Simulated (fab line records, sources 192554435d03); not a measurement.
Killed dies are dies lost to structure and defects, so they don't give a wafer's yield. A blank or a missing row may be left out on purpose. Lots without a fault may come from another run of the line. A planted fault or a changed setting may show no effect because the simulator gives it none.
Chamber matching | flow n5_finfet | N5_BEOL_M11_CURE_71 on uv_cure-01: 3 sister chambers
The step cures SiCOH lowk, time 240 s. 6 wafers are shown with their chamber, then 12 later ones without.

WAFERS WITH THEIR CHAMBER
wafer  | chamber | wafer_temp_C_max | lamp_power_pct (%)
L080.4 | 2       | 386.9            | 52.29
L080.5 | 2       | 385.8            | 52.32
L087.4 | 0       | 387.5            | 52.22
L087.5 | 0       | 388.0            | 52.32
L089.4 | 1       | 388.6            | 52.37
L089.5 | 1       | 387.7            | 52.33

WAFERS WITHOUT THEIR CHAMBER
wafer  | wafer_temp_C_max | lamp_power_pct (%)
L089.2 | 387.1            | 52.28
L089.3 | 388.1            | 52.43
L089.6 | 387.6            | 52.31
L091.1 | 385.9            | 52.29
L091.4 | 386.1            | 52.34
L091.5 | 386.0            | 52.37
L091.2 | 386.1            | 52.38
L091.3 | 386.1            | 52.30
L091.6 | 385.9            | 52.35
L096.1 | 387.6            | 52.22
L096.3 | 387.7            | 52.33
L096.5 | 387.7            | 52.31

WHICH CHAMBER EACH WENT THROUGH
wafer  | from the rows above          | in truth
L089.2 | can't be placed: 0 or 2 or 1 | 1
L089.3 | can't be placed: 1 or 0      | 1
L089.6 | can't be placed: 0 or 1 or 2 | 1
L091.1 | 2                            | 2
L091.4 | 2                            | 2
L091.5 | can't be placed: 2 or 1      | 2
L091.2 | can't be placed: 2 or 1 or 0 | 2
L091.3 | 2                            | 2
L091.6 | 2                            | 2
L096.1 | can't be placed: 0 or 2 or 1 | 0
L096.3 | can't be placed: 1 or 0 or 2 | 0
L096.5 | can't be placed: 0 or 1 or 2 | 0
Placed correctly: 4 of 12. Can't be placed from these rows: 8 (the true chamber is among the candidates in 8). Placed wrongly: 0.
How it was worked out, from the rows above alone: a wafer's distance from a chamber is the root of the sum, over the readings, of the square of ((its reading less the chamber's mean) divided by the reading's scatter). The wafer belongs to the nearest chamber; if the next one is less than 2 further off, it can't be placed. A chamber's mean is the mean of its shown wafers. The scatter: the root of (the sum of the squares of (reading less its chamber's mean) over the shown wafers, divided by (wafers less chambers)).
